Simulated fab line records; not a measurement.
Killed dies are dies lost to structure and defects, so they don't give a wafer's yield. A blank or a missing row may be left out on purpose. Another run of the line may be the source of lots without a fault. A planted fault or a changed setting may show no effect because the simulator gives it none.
Chamber matching -- flow nand harc -- pecvd-04 running NHARC_A_STAIRCASE_DEP_301: 3 sister chambers
The step deposits SiON, target thk 30 nm. 16 wafers are shown with their chamber, then 8 later ones without.

== EACH WAFER AND ITS CHAMBER ==
wafer,chamber,heater power w (W),heater power outer w (W)
L074.1,0,785,496
L074.5,2,925,539
L074.6,0,806,495
L080.1,1,667,413
L080.2,2,882,487
L080.6,2,844,488
L079.1,0,765,453
L079.3,2,896,528
L079.6,0,777,455
L083.3,0,729,406
L083.4,0,720,419
L083.5,1,725,469
L088.1,0,862,501
L088.5,0,832,507
L088.6,2,689,368
L094.3,1,719,464

SIGNATURES (averages over the wafers above)
reading,chamber 0,chamber 1,chamber 2,scatter within a chamber
heater power w,784.50,703.67,847.20,63.9
heater power outer w,466.50,448.67,482.00,48.9
Rule: distance of a wafer from a chamber = root of the sum over the readings of ((wafer's reading minus chamber's mean) / reading's scatter) squared. The wafer belongs to the nearest chamber; if the next one is less than 2 further off, it can't be placed. The scatter: the root of (the sum of the squares of (reading less its chamber's mean) over the shown wafers, divided by (wafers less chambers)).

== WAFERS WITH NO CHAMBER GIVEN ==
wafer,heater power w (W),heater power outer w (W)
L094.5,737,456
L094.6,822,478
L096.4,827,549
L096.5,828,484
L096.6,867,518
L095.1,771,438
L095.3,804,511
L095.4,809,501

== EACH ONE'S CHAMBER ==
wafer,from the rows above,in truth
L094.5,can't be placed: 1 or 0 or 2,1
L094.6,can't be placed: 2 or 0 or 1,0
L096.4,can't be placed: 2 or 0 or 1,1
L096.5,can't be placed: 2 or 0 or 1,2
L096.6,can't be placed: 2 or 0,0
L095.1,can't be placed: 0 or 1 or 2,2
L095.3,can't be placed: 2 or 0 or 1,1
L095.4,can't be placed: 2 or 0 or 1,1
Correctly placed: 0 of 8. From these rows, 8 cannot be placed; in 8 the true chamber is one of the candidates. Number placed wrongly: 0.
